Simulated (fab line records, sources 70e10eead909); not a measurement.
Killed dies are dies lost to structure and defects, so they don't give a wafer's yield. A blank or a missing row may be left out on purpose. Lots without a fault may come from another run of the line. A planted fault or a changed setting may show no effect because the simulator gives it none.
Chamber matching | flow nand_harc | NHARC_A_WL_FILL_STRIP_29 on rie_diel-04: 4 sister chambers
The step strips in O2, time 20 s. 24 wafers are shown with their chamber, then 11 later ones without.

WAFERS WITH THEIR CHAMBER
wafer  | chamber | showerhead_plenum_p_Torr (Torr) | drypump_motor_current_A (A) | oes_product_au (a.u.)
L075.3 | 0       | 3.77                            | 5.3                         | 0.999
L075.4 | 1       | 3.41                            | 6.0                         | 1.014
L075.6 | 0       | 3.77                            | 5.3                         | 0.997
L076.1 | 2       | 3.41                            | 5.8                         | 0.985
L076.5 | 1       | 3.41                            | 6.0                         | 1.012
L076.6 | 2       | 3.41                            | 5.8                         | 0.973
L077.1 | 3       | 3.45                            | 5.5                         | 1.002
L077.5 | 2       | 3.41                            | 5.8                         | 1.003
L077.6 | 3       | 3.45                            | 5.5                         | 0.985
L081.1 | 2       | 3.41                            | 5.8                         | 1.002
L081.2 | 0       | 3.77                            | 5.3                         | 0.997
L081.6 | 3       | 3.45                            | 5.5                         | 0.994
L078.1 | 3       | 3.45                            | 5.5                         | 0.991
L078.2 | 2       | 3.41                            | 5.8                         | 1.002
L078.4 | 1       | 3.41                            | 6.0                         | 1.002
L087.1 | 1       | 3.41                            | 6.0                         | 1.010
L087.3 | 2       | 3.41                            | 5.8                         | 0.993
L087.4 | 3       | 3.45                            | 5.5                         | 1.002
L089.5 | 0       | 3.76                            | 5.3                         | 1.007
L089.6 | 1       | 3.41                            | 6.0                         | 1.016
L090.4 | 2       | 3.41                            | 5.8                         | 1.005
L090.5 | 3       | 3.45                            | 5.4                         | 0.997
L090.6 | 2       | 3.41                            | 5.8                         | 0.992
L094.4 | 0       | 3.76                            | 5.3                         | 0.985

SIGNATURES (means of the wafers above)
reading                  | chamber 0 | chamber 1 | chamber 2 | chamber 3 | scatter within a chamber
showerhead_plenum_p_Torr | 3.7660    | 3.4100    | 3.4100    | 3.4500    | 0.00245
drypump_motor_current_A  | 5.300     | 6.000     | 5.800     | 5.483     | 0.0204
oes_product_au           | 0.99700   | 1.01080   | 0.99438   | 0.99517   | 0.00848
Rule: a wafer's distance from a chamber is the root of the sum, over the readings, of the square of ((its reading less the chamber's mean) divided by the reading's scatter). The wafer belongs to the nearest chamber; if the next one is less than 2 further off, it can't be placed. The scatter: the root of (the sum of the squares of (reading less its chamber's mean) over the shown wafers, divided by (wafers less chambers)).

WAFERS WITHOUT THEIR CHAMBER
wafer  | showerhead_plenum_p_Torr (Torr) | drypump_motor_current_A (A) | oes_product_au (a.u.)
L094.5 | 3.45                            | 5.5                         | 0.987
L094.6 | 3.76                            | 5.3                         | 1.003
L091.1 | 3.45                            | 5.4                         | 0.997
L091.3 | 3.41                            | 5.8                         | 0.991
L091.4 | 3.76                            | 5.3                         | 1.004
L095.1 | 3.45                            | 5.5                         | 1.003
L095.2 | 3.41                            | 6.0                         | 0.996
L095.4 | 3.41                            | 5.8                         | 0.992
L096.3 | 3.41                            | 6.0                         | 1.009
L096.4 | 3.76                            | 5.3                         | 1.000
L096.6 | 3.41                            | 5.8                         | 0.995

WHICH CHAMBER EACH WENT THROUGH
wafer  | from the rows above | in truth
L094.5 | 3                   | 3
L094.6 | 0                   | 0
L091.1 | 3                   | 3
L091.3 | 2                   | 2
L091.4 | 0                   | 0
L095.1 | 3                   | 3
L095.2 | 1                   | 1
L095.4 | 2                   | 2
L096.3 | 1                   | 1
L096.4 | 0                   | 0
L096.6 | 2                   | 2
Placed correctly: 11 of 11. Can't be placed from these rows: 0. Placed wrongly: 0.
